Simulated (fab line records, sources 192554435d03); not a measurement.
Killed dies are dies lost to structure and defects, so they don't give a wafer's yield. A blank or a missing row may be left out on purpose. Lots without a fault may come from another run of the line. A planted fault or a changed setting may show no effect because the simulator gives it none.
Chamber matching | flow n5_finfet | N5_BEOL_M3_ALD_98 on ald_sin-03: 4 sister chambers
The step deposits SiO2, target thk 2.5 nm, pulse time 1 s, co reactant pulse time 1 s. 16 wafers are shown with their chamber, then 8 later ones without.

WAFERS WITH THEIR CHAMBER
wafer  | chamber | heater_power_w (W) | susceptor_temp_C (C) | chamber_pressure_Torr (Torr)
L074.3 | 1       | 80                 | 99.99                | 1.996
L074.4 | 1       | 78                 | 99.96                | 1.999
L074.5 | 0       | 75                 | 100.05               | 1.992
L075.1 | 3       | 93                 | 99.98                | 2.004
L075.3 | 0       | 75                 | 99.89                | 1.998
L075.6 | 2       | 78                 | 99.95                | 1.999
L076.1 | 1       | 78                 | 99.92                | 1.998
L076.3 | 0       | 73                 | 99.88                | 2.003
L076.4 | 0       | 72                 | 100.19               | 2.010
L079.1 | 0       | 76                 | 99.64                | 2.004
L079.4 | 1       | 78                 | 100.02               | 1.999
L079.6 | 0       | 74                 | 99.85                | 2.002
L078.1 | 1       | 81                 | 100.04               | 1.998
L078.4 | 3       | 92                 | 99.85                | 1.997
L078.5 | 2       | 77                 | 99.96                | 2.003
L081.1 | 2       | 78                 | 100.13               | 2.001

SIGNATURES (means of the wafers above)
reading               | chamber 0 | chamber 1 | chamber 2 | chamber 3 | scatter within a chamber
heater_power_w        | 74.17     | 79.00     | 77.67     | 92.50     | 1.29
susceptor_temp_C      | 99.9167   | 99.9860   | 100.0133  | 99.9150   | 0.133
chamber_pressure_Torr | 2.00150   | 1.99800   | 2.00100   | 2.00050   | 0.0043
Rule: a wafer's distance from a chamber is the root of the sum, over the readings, of the square of ((its reading less the chamber's mean) divided by the reading's scatter). The wafer belongs to the nearest chamber; if the next one is less than 2 further off, it can't be placed. The scatter: the root of (the sum of the squares of (reading less its chamber's mean) over the shown wafers, divided by (wafers less chambers)).

WAFERS WITHOUT THEIR CHAMBER
wafer  | heater_power_w (W) | susceptor_temp_C (C) | chamber_pressure_Torr (Torr)
L081.2 | 81                 | 100.04               | 2.004
L081.5 | 91                 | 99.87                | 1.999
L083.4 | 92                 | 100.03               | 2.000
L083.5 | 92                 | 100.07               | 1.999
L083.6 | 75                 | 99.83                | 1.989
L086.1 | 93                 | 99.94                | 1.996
L086.2 | 78                 | 99.88                | 2.000
L086.3 | 75                 | 99.81                | 1.998

WHICH CHAMBER EACH WENT THROUGH
wafer  | from the rows above          | in truth
L081.2 | can't be placed: 1 or 2      | 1
L081.5 | 3                            | 3
L083.4 | 3                            | 3
L083.5 | 3                            | 3
L083.6 | can't be placed: 0 or 2 or 1 | 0
L086.1 | 3                            | 3
L086.2 | can't be placed: 2 or 1 or 0 | 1
L086.3 | can't be placed: 0 or 2      | 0
Placed correctly: 4 of 8. Can't be placed from these rows: 4 (the true chamber is among the candidates in 4). Placed wrongly: 0.
